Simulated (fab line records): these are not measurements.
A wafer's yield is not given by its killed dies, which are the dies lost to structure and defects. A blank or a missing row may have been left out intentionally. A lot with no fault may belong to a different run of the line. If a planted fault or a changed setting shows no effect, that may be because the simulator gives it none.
Matching of chambers | flow n5 finfet | 4 sister chambers for N5_MOL_CONTACT_COAG_ETCH_89 on rie diel-03
The step etches underlayer in N2/H2, target depth 13 nm, time 10.4 s. 8 wafers are shown with their chamber, then 11 later ones without.

WAFERS WITH THEIR CHAMBER
wafer  | chamber | showerhead plenum p Torr (Torr) | drypump motor current A (A)
L082.2 | 3       | 2.71                            | 5.4
L085.2 | 2       | 2.54                            | 5.1
L085.4 | 0       | 2.39                            | 5.7
L085.6 | 0       | 2.39                            | 5.6
L087.1 | 3       | 2.70                            | 5.5
L087.2 | 1       | 2.57                            | 5.9
L087.3 | 2       | 2.54                            | 5.1
L086.3 | 1       | 2.57                            | 5.9

WAFERS WHOSE CHAMBER IS MISSING
wafer  | showerhead plenum p Torr (Torr) | drypump motor current A (A)
L086.4 | 2.39                            | 5.7
L086.5 | 2.70                            | 5.5
L089.3 | 2.38                            | 5.7
L089.5 | 2.70                            | 5.4
L089.6 | 2.38                            | 5.7
L095.2 | 2.53                            | 5.1
L095.5 | 2.69                            | 5.4
L095.6 | 2.53                            | 5.1
L096.1 | 2.53                            | 5.1
L096.4 | 2.69                            | 5.4
L096.5 | 2.56                            | 5.9

CHAMBER TAKEN BY EACH
wafer  | from the rows above | in truth
L086.4 | 0                   | 0
L086.5 | 3                   | 3
L089.3 | 0                   | 0
L089.5 | 3                   | 3
L089.6 | 0                   | 0
L095.2 | 2                   | 2
L095.5 | 3                   | 3
L095.6 | 2                   | 2
L096.1 | 2                   | 2
L096.4 | 3                   | 3
L096.5 | 1                   | 1
Placed correctly: 11 of 11. Can't be placed from these rows: 0. Wrongly placed: 0.
How it was worked out, from the rows above alone: a wafer's distance from a chamber is the root of the sum, over the readings, of the square of ((its reading less the chamber's mean) divided by the reading's scatter). The wafer belongs to the nearest chamber; if the next one is less than 2 further off, it can't be placed. Each chamber's mean is taken over the wafers shown for it. The scatter is the square root of a quotient: the sum, over the shown wafers, of each reading's squared deviation from its chamber's mean, divided by wafers minus chambers.
